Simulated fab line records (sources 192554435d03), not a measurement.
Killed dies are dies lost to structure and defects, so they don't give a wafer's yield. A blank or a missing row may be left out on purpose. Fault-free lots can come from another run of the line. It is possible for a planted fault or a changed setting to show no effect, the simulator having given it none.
Which of the tools did it? -- flow n5 finfet -- 33 wafers from 11 lots sampled at 2 of the route's 1938 steps

WHAT EACH GAUGE READ, for each wafer
N5_MOL_CONTACT_COAG_CD_MEAS_137 targets a cd of 16 nm.
lot,measured,on,cd nm (nm)
L075,day 5 12:05,cd sem-01,15.8 15.7 15.8
L077,day 5 19:55,cd sem-03,16.2 15.3 16.2
L079,day 6 17:41,cd sem-02,16.3 16.6 16.0
L081,day 7 03:09,cd sem-01,16.5 16.4 16.2
L084,day 7 19:04,cd sem-03,16.0 15.7 15.6
L086,day 8 03:17,cd sem-03,16.0 15.9 16.1
L088,day 8 19:37,cd sem-02,16.3 15.6 16.3
L090,day 9 01:56,cd sem-01,16.7 16.1 16.5
L092,day 9 15:56,cd sem-02,15.5 15.7 15.6
L094,day 10 03:28,cd sem-01,15.8 16.3 15.7
L096,day 10 16:28,cd sem-03,15.7 15.9 15.6

EACH LOT AND THE TOOL THAT RAN IT (in order: tool; ch and the chambers of the sampled wafers; start)
lot,N5_MOL_CONTACT_COAG_STRIP_119
L075,"plasma asher-02 ch 0,1, day 5 11:56"
L077,"plasma asher-01 ch 0,1, day 5 19:47"
L079,"plasma asher-01 ch 0,1, day 6 17:32"
L081,"plasma asher-02 ch 0,1, day 7 03:00"
L084,"plasma asher-02 ch 0,1, day 7 18:56"
L086,"plasma asher-01 ch 0,1, day 8 03:10"
L088,"plasma asher-02 ch 0,1, day 8 19:28"
L090,"plasma asher-01 ch 0,1, day 9 01:47"
L092,"plasma asher-02 ch 0,1, day 9 15:47"
L094,"plasma asher-02 ch 1, day 10 03:19"
L096,"plasma asher-02 ch 0,1, day 10 16:20"
- N5_MOL_CONTACT_COAG_STRIP_119: strips in N2/H2, time 30 s.

THE ANSWER, worked out from the rows above alone
Rule: what is usual is taken from the lots themselves. Put in order of their means at a reading, lots are off if they are a third of the lots or fewer, leave a main group of 4 or more, and stand apart from it by a gap of 3 or more times the standard deviation of the main group's means; of several such gaps the widest counts. A main group whose means are all the same, to the digits that the tables above print for the reading, isn't used. A lot without any number at a reading at which 4 lots or more have one is off too. Where the step has rows for the other lots, those lots are counted as sound.
No lot is off at any reading shown: from this, nothing can be told.

WHAT WAS PUT IN BY THE SIMULATOR
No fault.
